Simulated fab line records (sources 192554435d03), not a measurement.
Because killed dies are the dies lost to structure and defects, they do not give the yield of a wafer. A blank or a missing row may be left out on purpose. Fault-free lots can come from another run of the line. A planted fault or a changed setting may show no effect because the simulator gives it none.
fab line records / flow n5Finfet / part 2 of 2: steps 19 to 28 of 28
record lots=5 wafers=15 lastDay=18
route steps=1938 shown MOL_CONTACT_COAG@531
lots untouched by any fault: they come from a run of this same line in which no faults occurred
startH: start of the lot's first displayed wafer, in hours after the record's first day / waitH: hours from the lot's prior step to this one / " unchanged from the row above / L1.1+2: a row that stands for several wafers / - no value present, or no start provided / * or withheld: withheld / < > ~ a bound
route shown NAME@n: NAME is a module with steps in the file, n the number in the route of the first one / usual: mean/standard deviation taken from wafers without a fault / same: alike in all rows / chamber/n: place in a boat / sites: readings site by site / _std_site: the values' standard deviation / _edge_site: inner sites' mean taken away from outer sites' mean / radiusMm: how far each site lies from the wafer's centre / mask NAME#n: copy n / behind: the last tool/chamber to shape the wafer / hold: cause of the lot's hold/its duration in hours/its outcome / device: the n, p or np transistor that did not switch / end of line: the tests these same wafers got at the end of their route / a step without rows: its recipe alone / killed: at the first sort, the dies lost to defects and structure; wafer yield is something else / map: per-die view of a wafer (x killed, . not killed, _ where there is no die)
set.NAME: the run value of the setting; set.NAME@STEP: its run value at that earlier step / model.NAME: the simulator's own value behind a step, which no gauge read
certain route steps with their lots: each step a table, each wafer a row
services: the hour from which a tool's chamber was out of use, counted from the record's first day as startH (under 0 if before that day), plus the number of hours and why
## steps
# step N5_MOL_CONTACT_COAG_ANNEAL_113
# recipe tempC=400 timeS=300 ambient=H2/N2
# usual lampPowerPct=2.671/0.0091 lamp_zone_2_pct=2.671/0.0093 lamp_zone_7_pct=2.807/0.0092 wafer_temp_C_max=401.7/0.43
lot.wafer=L076.1 tool=rtpAnneal-01 chamber=0 startH=105.49 waitH=0.4 lampPowerPct=2.677 lamp_zone_2_pct=2.678 lamp_zone_7_pct=2.820 wafer_temp_C_max=402.1
lot.wafer=L076.2 tool=rtpAnneal-01 chamber=0 startH=105.49 waitH=0.4 lampPowerPct=2.679 lamp_zone_2_pct=2.673 lamp_zone_7_pct=2.812 wafer_temp_C_max=401.9
lot.wafer=L076.4 tool=rtpAnneal-01 chamber=0 startH=105.49 waitH=0.4 lampPowerPct=2.675 lamp_zone_2_pct=2.678 lamp_zone_7_pct=2.811 wafer_temp_C_max=401.3
lot.wafer=L082.1 tool=rtpAnneal-01 chamber=0 startH=141.05 waitH=0.3 lampPowerPct=2.673 lamp_zone_2_pct=2.677 lamp_zone_7_pct=2.813 wafer_temp_C_max=401.7
lot.wafer=L082.2 tool=rtpAnneal-01 chamber=0 startH=141.05 waitH=0.3 lampPowerPct=2.682 lamp_zone_2_pct=2.674 lamp_zone_7_pct=2.813 wafer_temp_C_max=401.8
lot.wafer=L082.3 tool=rtpAnneal-01 chamber=0 startH=141.05 waitH=0.3 lampPowerPct=2.678 lamp_zone_2_pct=2.675 lamp_zone_7_pct=2.813 wafer_temp_C_max=402.2
lot.wafer=L089.1 tool=rtpAnneal-01 chamber=0 startH=183.98 waitH=0.3 lampPowerPct=2.673 lamp_zone_2_pct=2.678 lamp_zone_7_pct=2.806 wafer_temp_C_max=402.1
lot.wafer=L089.2 tool=rtpAnneal-01 chamber=0 startH=183.98 waitH=0.3 lampPowerPct=2.677 lamp_zone_2_pct=2.678 lamp_zone_7_pct=2.805 wafer_temp_C_max=402.1
lot.wafer=L089.5 tool=rtpAnneal-01 chamber=0 startH=183.98 waitH=0.3 lampPowerPct=2.677 lamp_zone_2_pct=2.676 lamp_zone_7_pct=2.810 wafer_temp_C_max=402.5
lot.wafer=L094.1 tool=rtpAnneal-02 chamber=0 startH=214.24 waitH=0.5 lampPowerPct=2.655 lamp_zone_2_pct=2.655 lamp_zone_7_pct=2.795 wafer_temp_C_max=401.5
lot.wafer=L094.2 tool=rtpAnneal-02 chamber=0 startH=214.24 waitH=0.5 lampPowerPct=2.659 lamp_zone_2_pct=2.663 lamp_zone_7_pct=2.790 wafer_temp_C_max=400.9
lot.wafer=L094.6 tool=rtpAnneal-02 chamber=0 startH=214.24 waitH=0.5 lampPowerPct=2.656 lamp_zone_2_pct=2.655 lamp_zone_7_pct=2.795 wafer_temp_C_max=401.1
lot.wafer=L096.1 tool=rtpAnneal-02 chamber=0 startH=225.94 waitH=0.3 lampPowerPct=2.656 lamp_zone_2_pct=2.655 lamp_zone_7_pct=2.794 wafer_temp_C_max=402.0
lot.wafer=L096.3 tool=rtpAnneal-02 chamber=0 startH=225.94 waitH=0.3 lampPowerPct=2.651 lamp_zone_2_pct=2.654 lamp_zone_7_pct=2.794 wafer_temp_C_max=402.1
lot.wafer=L096.5 tool=rtpAnneal-02 chamber=0 startH=225.94 waitH=0.3 lampPowerPct=2.656 lamp_zone_2_pct=2.661 lamp_zone_7_pct=2.795 wafer_temp_C_max=401.0
# step N5_MOL_CONTACT_COAG_PRE_CLEAN_142
# recipe gas=H2/He timeS=60 tempC=300
# usual heaterPowerW=465/47
lot.wafer=L076.1 tool=pvdSputter-03 chamber=- startH=108.59 waitH=3.0 heaterPowerW=438
lot.wafer=L076.2 tool=pvdSputter-03 chamber=- startH=108.59 waitH=3.0 heaterPowerW=494
lot.wafer=L076.4 tool=pvdSputter-03 chamber=- startH=108.59 waitH=3.0 heaterPowerW=423
lot.wafer=L082.1 tool=pvdSputter-01 chamber=- startH=143.42 waitH=2.2 heaterPowerW=426
lot.wafer=L082.2 tool=pvdSputter-01 chamber=- startH=143.42 waitH=2.2 heaterPowerW=480
lot.wafer=L082.3 tool=pvdSputter-01 chamber=- startH=143.42 waitH=2.2 heaterPowerW=500
lot.wafer=L089.1 tool=pvdSputter-01 chamber=- startH=185.22 waitH=1.1 heaterPowerW=440
lot.wafer=L089.2 tool=pvdSputter-01 chamber=- startH=185.22 waitH=1.1 heaterPowerW=430
lot.wafer=L089.5 tool=pvdSputter-01 chamber=- startH=185.22 waitH=1.1 heaterPowerW=426
lot.wafer=L094.1 tool=pvdSputter-01 chamber=- startH=216.97 waitH=2.6 heaterPowerW=421
lot.wafer=L094.2 tool=pvdSputter-01 chamber=- startH=216.97 waitH=2.6 heaterPowerW=507
lot.wafer=L094.6 tool=pvdSputter-01 chamber=- startH=216.97 waitH=2.6 heaterPowerW=451
lot.wafer=L096.1 tool=pvdSputter-03 chamber=- startH=227.84 waitH=1.8 heaterPowerW=433
lot.wafer=L096.3 tool=pvdSputter-03 chamber=- startH=227.84 waitH=1.8 heaterPowerW=557
lot.wafer=L096.5 tool=pvdSputter-03 chamber=- startH=227.84 waitH=1.8 heaterPowerW=569
# step N5_MOL_CONTACT_COAG_SPUTTER_130
# recipe material=Co targetThkA=475 tempC=25 chamberPressurePa=0.5 powerW=3000
# usual throttleValvePct=29.8/0.92
lot.wafer=L076.1 tool=pvdSputter-03 chamber=- startH=108.65 waitH=0.0 throttleValvePct=28.3
lot.wafer=L076.2 tool=pvdSputter-03 chamber=- startH=108.65 waitH=0.0 throttleValvePct=29.5
lot.wafer=L076.4 tool=pvdSputter-03 chamber=- startH=108.65 waitH=0.0 throttleValvePct=30.0
lot.wafer=L082.1 tool=pvdSputter-01 chamber=- startH=143.48 waitH=0.0 throttleValvePct=30.8
lot.wafer=L082.2 tool=pvdSputter-01 chamber=- startH=143.48 waitH=0.0 throttleValvePct=29.8
lot.wafer=L082.3 tool=pvdSputter-01 chamber=- startH=143.48 waitH=0.0 throttleValvePct=30.9
lot.wafer=L089.1 tool=pvdSputter-01 chamber=- startH=185.28 waitH=0.0 throttleValvePct=28.9
lot.wafer=L089.2 tool=pvdSputter-01 chamber=- startH=185.28 waitH=0.0 throttleValvePct=30.6
lot.wafer=L089.5 tool=pvdSputter-01 chamber=- startH=185.28 waitH=0.0 throttleValvePct=30.6
lot.wafer=L094.1 tool=pvdSputter-01 chamber=- startH=217.03 waitH=0.0 throttleValvePct=30.7
lot.wafer=L094.2 tool=pvdSputter-01 chamber=- startH=217.03 waitH=0.0 throttleValvePct=31.2
lot.wafer=L094.6 tool=pvdSputter-01 chamber=- startH=217.03 waitH=0.0 throttleValvePct=29.0
lot.wafer=L096.1 tool=pvdSputter-03 chamber=- startH=227.90 waitH=0.0 throttleValvePct=28.3
lot.wafer=L096.3 tool=pvdSputter-03 chamber=- startH=227.90 waitH=0.0 throttleValvePct=29.3
lot.wafer=L096.5 tool=pvdSputter-03 chamber=- startH=227.90 waitH=0.0 throttleValvePct=29.3
# step N5_MOL_CONTACT_COAG_PRECLEAN_125
# recipe chemistry=DIW timeS=57.5 tempC=23
# usual bathHeatDutyPct=3.7/0.58
lot.wafer=L076.1 tool=wetBench-01 chamber=1 startH=108.78 waitH=0.1 bathHeatDutyPct=3.8
lot.wafer=L076.2 tool=wetBench-01 chamber=4 startH=108.78 waitH=0.1 bathHeatDutyPct=4.3
lot.wafer=L076.4 tool=wetBench-01 chamber=0 startH=108.78 waitH=0.1 bathHeatDutyPct=2.7
lot.wafer=L082.1 tool=wetBench-04 chamber=4 startH=143.62 waitH=0.1 bathHeatDutyPct=3.9
lot.wafer=L082.2 tool=wetBench-04 chamber=2 startH=143.62 waitH=0.1 bathHeatDutyPct=3.8
lot.wafer=L082.3 tool=wetBench-04 chamber=6 startH=143.62 waitH=0.1 bathHeatDutyPct=4.5
lot.wafer=L089.1 tool=wetBench-03 chamber=4 startH=185.41 waitH=0.1 bathHeatDutyPct=4.7
lot.wafer=L089.2 tool=wetBench-03 chamber=0 startH=185.41 waitH=0.1 bathHeatDutyPct=4.1
lot.wafer=L089.5 tool=wetBench-03 chamber=5 startH=185.41 waitH=0.1 bathHeatDutyPct=3.4
lot.wafer=L094.1 tool=wetBench-03 chamber=2 startH=217.16 waitH=0.1 bathHeatDutyPct=3.4
lot.wafer=L094.2 tool=wetBench-03 chamber=6 startH=217.16 waitH=0.1 bathHeatDutyPct=4.5
lot.wafer=L094.6 tool=wetBench-03 chamber=1 startH=217.16 waitH=0.1 bathHeatDutyPct=2.9
lot.wafer=L096.1 tool=wetBench-01 chamber=1 startH=228.03 waitH=0.1 bathHeatDutyPct=3.7
lot.wafer=L096.3 tool=wetBench-01 chamber=2 startH=228.03 waitH=0.1 bathHeatDutyPct=4.0
lot.wafer=L096.5 tool=wetBench-01 chamber=5 startH=228.03 waitH=0.1 bathHeatDutyPct=4.2
# step N5_MOL_CONTACT_COAG_SRD_126
# recipe dryTimeS=32 dry=n2Spin spinRpm=1500
# usual spinRpm=1500.0/0.79
lot.wafer=L076.1 tool=wetBench-01 chamber=1 startH=108.80 waitH=0.0 spinRpm=1500.8
lot.wafer=L076.2 tool=wetBench-01 chamber=4 startH=108.80 waitH=0.0 spinRpm=1499.9
lot.wafer=L076.4 tool=wetBench-01 chamber=0 startH=108.80 waitH=0.0 spinRpm=1500.6
lot.wafer=L082.1 tool=wetBench-04 chamber=4 startH=143.64 waitH=0.0 spinRpm=1498.9
lot.wafer=L082.2 tool=wetBench-04 chamber=2 startH=143.64 waitH=0.0 spinRpm=1500.1
lot.wafer=L082.3 tool=wetBench-04 chamber=6 startH=143.64 waitH=0.0 spinRpm=1499.7
lot.wafer=L089.1 tool=wetBench-03 chamber=4 startH=185.43 waitH=0.0 spinRpm=1500.6
lot.wafer=L089.2 tool=wetBench-03 chamber=0 startH=185.43 waitH=0.0 spinRpm=1498.5
lot.wafer=L089.5 tool=wetBench-03 chamber=5 startH=185.43 waitH=0.0 spinRpm=1501.0
lot.wafer=L094.1 tool=wetBench-03 chamber=2 startH=217.18 waitH=0.0 spinRpm=1501.3
lot.wafer=L094.2 tool=wetBench-03 chamber=6 startH=217.18 waitH=0.0 spinRpm=1499.4
lot.wafer=L094.6 tool=wetBench-03 chamber=1 startH=217.18 waitH=0.0 spinRpm=1498.6
lot.wafer=L096.1 tool=wetBench-01 chamber=1 startH=228.06 waitH=0.0 spinRpm=1498.0
lot.wafer=L096.3 tool=wetBench-01 chamber=2 startH=228.06 waitH=0.0 spinRpm=1500.1
lot.wafer=L096.5 tool=wetBench-01 chamber=5 startH=228.06 waitH=0.0 spinRpm=1499.7
# step N5_MOL_CONTACT_COAG_CMP_23
# recipe stopOn=SiO2 tOverpolishS=1.5 postCmpClean=cuAlkaline downForcePsi=2 platenRpm=50.289 padVelocityMS=1.0006 targetThkNm=0
# usual motorCurrentA=8.3/0.77 overpolishRunS=1.501/0.0087 timeToEndpointS=9.1/2.3
lot.wafer=L076.2 tool=cmp-03 chamber=3 startH=108.83 waitH=0.0 motorCurrentA=8.0 overpolishRunS=1.485 timeToEndpointS=6.3
lot.wafer=L076.4 tool=cmp-03 chamber=1 startH=108.83 waitH=0.0 motorCurrentA=9.3 overpolishRunS=1.501 timeToEndpointS=10.2
lot.wafer=L076.1 tool=cmp-03 chamber=2 startH=108.83 waitH=0.0 motorCurrentA=6.9 overpolishRunS=1.505 timeToEndpointS=9.7
lot.wafer=L082.1 tool=cmp-01 chamber=3 startH=143.75 waitH=0.1 motorCurrentA=8.3 overpolishRunS=1.491 timeToEndpointS=8.4
lot.wafer=L082.2 tool=cmp-01 chamber=0 startH=143.75 waitH=0.1 motorCurrentA=7.7 overpolishRunS=1.503 timeToEndpointS=5.2
lot.wafer=L082.3 tool=cmp-01 chamber=1 startH=143.75 waitH=0.1 motorCurrentA=8.7 overpolishRunS=1.498 timeToEndpointS=9.5
lot.wafer=L089.1 tool=cmp-01 chamber=1 startH=185.50 waitH=0.1 motorCurrentA=8.8 overpolishRunS=1.494 timeToEndpointS=6.7
lot.wafer=L089.2 tool=cmp-01 chamber=3 startH=185.50 waitH=0.1 motorCurrentA=7.6 overpolishRunS=1.514 timeToEndpointS=6.6
lot.wafer=L089.5 tool=cmp-01 chamber=1 startH=185.50 waitH=0.1 motorCurrentA=9.1 overpolishRunS=1.506 timeToEndpointS=8.4
lot.wafer=L094.2 tool=cmp-03 chamber=1 startH=217.21 waitH=0.0 motorCurrentA=9.8 overpolishRunS=1.515 timeToEndpointS=8.2
lot.wafer=L094.1 tool=cmp-03 chamber=2 startH=217.21 waitH=0.0 motorCurrentA=7.0 overpolishRunS=1.504 timeToEndpointS=9.4
lot.wafer=L094.6 tool=cmp-03 chamber=1 startH=217.21 waitH=0.0 motorCurrentA=9.6 overpolishRunS=1.503 timeToEndpointS=10.3
lot.wafer=L096.3 tool=cmp-01 chamber=3 startH=228.13 waitH=0.1 motorCurrentA=8.1 overpolishRunS=1.493 timeToEndpointS=9.0
lot.wafer=L096.1 tool=cmp-01 chamber=1 startH=228.13 waitH=0.1 motorCurrentA=9.4 overpolishRunS=1.498 timeToEndpointS=8.0
lot.wafer=L096.5 tool=cmp-01 chamber=2 startH=228.13 waitH=0.1 motorCurrentA=7.4 overpolishRunS=1.490 timeToEndpointS=13.3
# step N5_MOL_CONTACT_COAG_WET_ETCH_26
# recipe target=Co targetDepthNm=13
lot.wafer=L076.1+2+4 tool=wetBench-04 chamber=7,2,3 startH=109.18 waitH=0.0
lot.wafer=L082.1+2+3 tool=wetBench-04 chamber=2,1,0 startH=144.10 waitH=0.0
lot.wafer=L089.1+2+5 tool=wetBench-03 chamber=6,3,7 startH=185.81 waitH=0.0
lot.wafer=L094.1+2+6 tool=wetBench-04 chamber=1,5,0 startH=217.56 waitH=0.0
lot.wafer=L096.1+3+5 tool=wetBench-01 chamber=7,3,6 startH=228.44 waitH=0.0
# step N5_MOL_CONTACT_COAG_WET_ETCH_116
# recipe chemistry=SC1-inhibited targetDepthNm=4.6 dry=ipaMarangoni rinseTimeS=30 rinseTempC=23
lot.wafer=L076.1+2+4 tool=wetBench-04 chamber=7,2,3 startH=109.33 waitH=0.0
lot.wafer=L082.1+2+3 tool=wetBench-04 chamber=2,1,0 startH=144.25 waitH=0.0
lot.wafer=L089.1+2+5 tool=wetBench-03 chamber=6,3,7 startH=185.96 waitH=0.0
lot.wafer=L094.1+2+6 tool=wetBench-04 chamber=1,5,0 startH=217.71 waitH=0.0
lot.wafer=L096.1+3+5 tool=wetBench-01 chamber=7,3,6 startH=228.59 waitH=0.0
# step N5_MOL_CONTACT_COAG_ALD_27
# recipe material=SiOC targetThkA=170 tempC=400 aldPrecursorFamily=carbosiloxane aldCoReactant=H2-plasma pulseTimeS=1.5 timeS=2720 purgeTimeS=2 coReactantPurgeTimeS=2 aldCycles=340 pressureTorr=2
# usual heaterPowerW=849/77 precursorPulseHeightRel=0.997/0.019
# same purgeTimeS=2
lot.wafer=L076.1 tool=aldSin-02 chamber=1 startH=109.65 waitH=0.0 heaterPowerW=938 precursorPulseHeightRel=0.970
lot.wafer=L076.2 tool=aldSin-02 chamber=0 startH=109.65 waitH=0.0 heaterPowerW=839 precursorPulseHeightRel=0.984
lot.wafer=L076.4 tool=aldSin-02 chamber=3 startH=109.65 waitH=0.0 heaterPowerW=770 precursorPulseHeightRel=0.990
lot.wafer=L082.1 tool=aldSin-03 chamber=2 startH=144.57 waitH=0.0 heaterPowerW=859 precursorPulseHeightRel=1.007
lot.wafer=L082.2 tool=aldSin-03 chamber=3 startH=144.57 waitH=0.0 heaterPowerW=940 precursorPulseHeightRel=1.012
lot.wafer=L082.3 tool=aldSin-03 chamber=0 startH=144.57 waitH=0.0 heaterPowerW=789 precursorPulseHeightRel=0.977
lot.wafer=L089.1 tool=aldSin-02 chamber=3 startH=186.83 waitH=0.6 heaterPowerW=773 precursorPulseHeightRel=1.009
lot.wafer=L089.2 tool=aldSin-02 chamber=2 startH=186.83 waitH=0.6 heaterPowerW=712 precursorPulseHeightRel=1.019
lot.wafer=L089.5 tool=aldSin-02 chamber=1 startH=186.83 waitH=0.6 heaterPowerW=956 precursorPulseHeightRel=1.009
lot.wafer=L094.1 tool=aldSin-02 chamber=3 startH=218.03 waitH=0.0 heaterPowerW=801 precursorPulseHeightRel=1.019
lot.wafer=L094.2 tool=aldSin-02 chamber=2 startH=218.03 waitH=0.0 heaterPowerW=702 precursorPulseHeightRel=1.002
lot.wafer=L094.6 tool=aldSin-02 chamber=3 startH=218.03 waitH=0.0 heaterPowerW=781 precursorPulseHeightRel=1.020
lot.wafer=L096.1 tool=aldSin-03 chamber=1 startH=228.91 waitH=0.0 heaterPowerW=914 precursorPulseHeightRel=0.992
lot.wafer=L096.3 tool=aldSin-03 chamber=2 startH=228.91 waitH=0.0 heaterPowerW=854 precursorPulseHeightRel=0.970
lot.wafer=L096.5 tool=aldSin-03 chamber=1 startH=228.91 waitH=0.0 heaterPowerW=910 precursorPulseHeightRel=1.015
# step N5_MOL_CONTACT_COAG_CMP_28
# recipe stopOn=SiNx tOverpolishS=0.85 postCmpClean=alkalineBrush downForcePsi=4.15 platenRpm=51.8 padVelocityMS=1.0307 targetThkNm=14.522
# usual motorCurrentA=12.8/1.2 timeToEndpointS=4.7/2.1
lot.wafer=L076.2 tool=cmp-02 chamber=1 startH=111.22 waitH=0.8 motorCurrentA=12.1 timeToEndpointS=1.3
lot.wafer=L076.4 tool=cmp-02 chamber=2 startH=111.22 waitH=0.8 motorCurrentA=13.1 timeToEndpointS=1.6
lot.wafer=L076.1 tool=cmp-02 chamber=0 startH=111.22 waitH=0.8 motorCurrentA=14.0 timeToEndpointS=2.4
lot.wafer=L082.2 tool=cmp-01 chamber=0 startH=146.14 waitH=0.8 motorCurrentA=12.3 timeToEndpointS=1.9
lot.wafer=L082.3 tool=cmp-01 chamber=1 startH=146.14 waitH=0.8 motorCurrentA=14.4 timeToEndpointS=4.4
lot.wafer=L082.1 tool=cmp-01 chamber=2 startH=146.14 waitH=0.8 motorCurrentA=10.9 timeToEndpointS=7.4
lot.wafer=L089.2 tool=cmp-03 chamber=3 startH=188.40 waitH=0.8 motorCurrentA=13.5 timeToEndpointS=1.8
lot.wafer=L089.1 tool=cmp-03 chamber=2 startH=188.40 waitH=0.8 motorCurrentA=10.8 timeToEndpointS=5.6
lot.wafer=L089.5 tool=cmp-03 chamber=3 startH=188.40 waitH=0.8 motorCurrentA=12.4 timeToEndpointS=3.5
lot.wafer=L094.2 tool=cmp-02 chamber=2 startH=219.64 waitH=0.8 motorCurrentA=13.4 timeToEndpointS=3.6
lot.wafer=L094.1 tool=cmp-02 chamber=3 startH=219.64 waitH=0.8 motorCurrentA=13.3 timeToEndpointS=6.1
lot.wafer=L094.6 tool=cmp-02 chamber=2 startH=219.64 waitH=0.8 motorCurrentA=13.8 timeToEndpointS=3.3
lot.wafer=L096.3 tool=cmp-03 chamber=3 startH=230.52 waitH=0.8 motorCurrentA=12.7 timeToEndpointS=1.7
lot.wafer=L096.1 tool=cmp-03 chamber=1 startH=230.52 waitH=0.8 motorCurrentA=14.9 timeToEndpointS=4.1
lot.wafer=L096.5 tool=cmp-03 chamber=2 startH=230.52 waitH=0.8 motorCurrentA=10.6 timeToEndpointS=3.3
## services
tool=cvdCo-02 chamber=2 startH=76.76 hours=12.6 kind=repair
tool=rieDiel-04 chamber=2 startH=85.92 hours=7.1 kind=repair
tool=aldSin-02 chamber=- startH=86.02 hours=14.0 kind=pm
tool=rieDiel-01 chamber=0 startH=90.34 hours=2.5 kind=repair
tool=rieDiel-04 chamber=- startH=93.97 hours=28.1 kind=pm
tool=implanter-01 chamber=- startH=105.11 hours=11.3 kind=repair
tool=aldMetal-01 chamber=0 startH=114.24 hours=4.7 kind=repair
tool=cmp-03 chamber=- startH=120.08 hours=4.0 kind=pm
tool=rieDiel-01 chamber=3 startH=123.27 hours=6.5 kind=repair
tool=rieDiel-02 chamber=0 startH=128.23 hours=12.0 kind=repair
tool=rieDiel-04 chamber=- startH=131.45 hours=0.3 kind=repair
tool=cmp-03 chamber=- startH=141.99 hours=5.0 kind=pm
tool=rtpAnneal-02 chamber=- startH=144.60 hours=0.8 kind=pm
tool=wetBench-03 chamber=- startH=156.49 hours=1.9 kind=pm
tool=cmp-01 chamber=- startH=192.95 hours=5.0 kind=pm
tool=rieDiel-01 chamber=- startH=196.61 hours=0.9 kind=repair
tool=rieDiel-04 chamber=3 startH=198.02 hours=17.3 kind=repair
tool=aldSin-02 chamber=- startH=198.44 hours=2.8 kind=pm
tool=cmp-03 chamber=- startH=201.61 hours=1.2 kind=repair
tool=cmp-03 chamber=- startH=206.51 hours=0.8 kind=repair
tool=cmp-01 chamber=- startH=208.40 hours=13.1 kind=pm
tool=rieDiel-02 chamber=2 startH=220.41 hours=6.5 kind=repair
tool=rieDiel-04 chamber=1 startH=221.06 hours=3.8 kind=repair
tool=cmp-01 chamber=- startH=228.56 hours=6.6 kind=pm
